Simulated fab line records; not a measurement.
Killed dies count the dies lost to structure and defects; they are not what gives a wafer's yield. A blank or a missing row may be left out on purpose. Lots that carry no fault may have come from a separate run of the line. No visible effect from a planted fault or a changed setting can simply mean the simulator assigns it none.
One fault through the eyes of 2 desks :: flow n5_finfet :: every desk sees just its own numbers, and what lay behind them comes last

== FROM THE METROLOGY DESK ==
What the gauges read for every lot (on any tool): the sampled wafers with a number, averaged. If a lot's mean is further than 4 standard deviations from the usual mean, the lot is out of limits and carries the mark OUT (the distance appears in the brackets). Shown are 7 of the 15 readings it has, namely the first that went out of limits plus those furthest out on some lot.
Columns: A = IOFF_P at N5_BEOL_M4_RC_MEAS_101, usual 0.214 nA/um; B = IOFF_P_85C at N5_BEOL_M4_RC_MEAS_101, usual 3.7 nA/um; C = IOFF_P_LIN at N5_BEOL_M4_RC_MEAS_101, usual 0.101 nA/um; D = IOFF_P_LONG at N5_BEOL_M4_RC_MEAS_101, usual 0.000107 nA/um; E = VT_N_LVT at N5_BEOL_M4_RC_MEAS_101, usual 98.3 mV; F = VT_P at N5_BEOL_M4_RC_MEAS_101, usual -250.0 mV; G = VT_P_LONG at N5_BEOL_M4_RC_MEAS_101, usual -274.8 mV
lot: L950
first seen here: day 7 14:05
A: 0.188
B: 3.4
C: 0.090
D: 0.000106
E: 96.4
F: -252.7
G: -275.7

lot: L951
first seen here: day 8 04:02
A: 0.213
B: 3.7
C: 0.100
D: 0.000111
E: 97.8
F: -249.3
G: -274.8

lot: L954
first seen here: day 8 20:59
A: 0.192
B: 3.4
C: 0.091
D: 0.000097
E: 99.8
F: -251.3
G: -276.4

lot: L956
first seen here: day 9 11:49
A: 0.346 (+5.5) OUT
B: 5.6 (+5.6) OUT
C: 0.173 (+8.0) OUT
D: 0.000190 (+14) OUT
E: 117.8 (+7.0) OUT
F: -233.1 (+7.4) OUT
G: -253.8 (+9.2) OUT

lot: L957
first seen here: day 10 10:01
A: 0.377 (+6.8) OUT
B: 5.9 (+6.5) OUT
C: 0.184 (+9.2) OUT
D: 0.000168 (+10) OUT
E: 118.2 (+7.1) OUT
F: -234.2 (+6.9) OUT
G: -259.1 (+6.8) OUT

lot: L961
first seen here: day 10 17:22
A: 0.236
B: 4.1
C: 0.109
D: 0.000105
E: 100.2
F: -249.2
G: -274.3

lot: L966
first seen here: day 12 05:11
A: 0.205
B: 3.7
C: 0.103
D: 0.000109
E: 102.6
F: -249.4
G: -273.1

lot: L968
first seen here: day 12 16:58
A: 0.180
B: 3.2
C: 0.090
D: 0.000105
E: 102.2
F: -252.0
G: -274.6

lot: L970
first seen here: day 12 22:19
A: 0.227
B: 3.9
C: 0.107
D: 0.000108
E: 96.3
F: -247.9
G: -273.3

lot: L972
first seen here: day 13 14:47
A: 0.228
B: 3.9
C: 0.105
D: 0.000105
E: 95.4
F: -250.1
G: -276.6
Finding of this desk: L956, L957 out of limits, first seen on L956 at day 9 11:49 (IOFF_P at N5_BEOL_M4_RC_MEAS_101). L950, L951, L954, L961, L966, L968, L970, L972 stayed within limits.

== AT THE TOOL OWNER'S DESK: ald_hk-01 ==
The tool's own readings at N5_HKMG_FIN_ALD_74 (deposits La2O3, target thk 0.5 nm, pulse time 6 s, co reactant pulse time 1 s): means of the sampled wafers that have a number, for each lot that ran on this tool. If a lot's mean is further than 4 standard deviations from the usual mean, the lot is out of limits and carries the mark OUT (the distance appears in the brackets).
Columns: A = heater_power_w at N5_HKMG_FIN_ALD_74, usual 336 W; B = precursor_pulse_height_rel at N5_HKMG_FIN_ALD_74, usual 1.001
lot: L950
first seen here: day 3 21:03
A: 311
B: 0.999

lot: L951
first seen here: day 4 06:16
A: 293
B: 0.981

lot: L954
first seen here: day 5 00:32
A: 311
B: 1.019

lot: L956
first seen here: day 5 12:59
A: 345
B: 1.005

lot: L957
first seen here: day 5 17:52
A: 340
B: 1.020

lot: L970
first seen here: day 9 05:01
A: 338
B: 1.006

lot: L972
first seen here: day 9 17:41
A: 313
B: 1.006
Finding of this desk: none of the 7 lots has anything out of limits.

== PUT TOGETHER ==
L956, L957 would have let the metrology desk raise an alarm at day 9 11:49.
The tool owner's desk saw nothing out of limits.
Tool owner's desk: L956, L957 on record, inside its limits.
Of the lots named, all ran N5_HKMG_FIN_ALD_74 on ald_hk-01.

== WHAT THE SIMULATOR HAD PUT IN ==
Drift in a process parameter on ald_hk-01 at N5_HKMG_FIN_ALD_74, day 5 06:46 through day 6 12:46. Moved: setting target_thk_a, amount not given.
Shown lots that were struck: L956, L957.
Delay in hours, fault start to first out-of-limits reading, per desk: metrology desk 101.
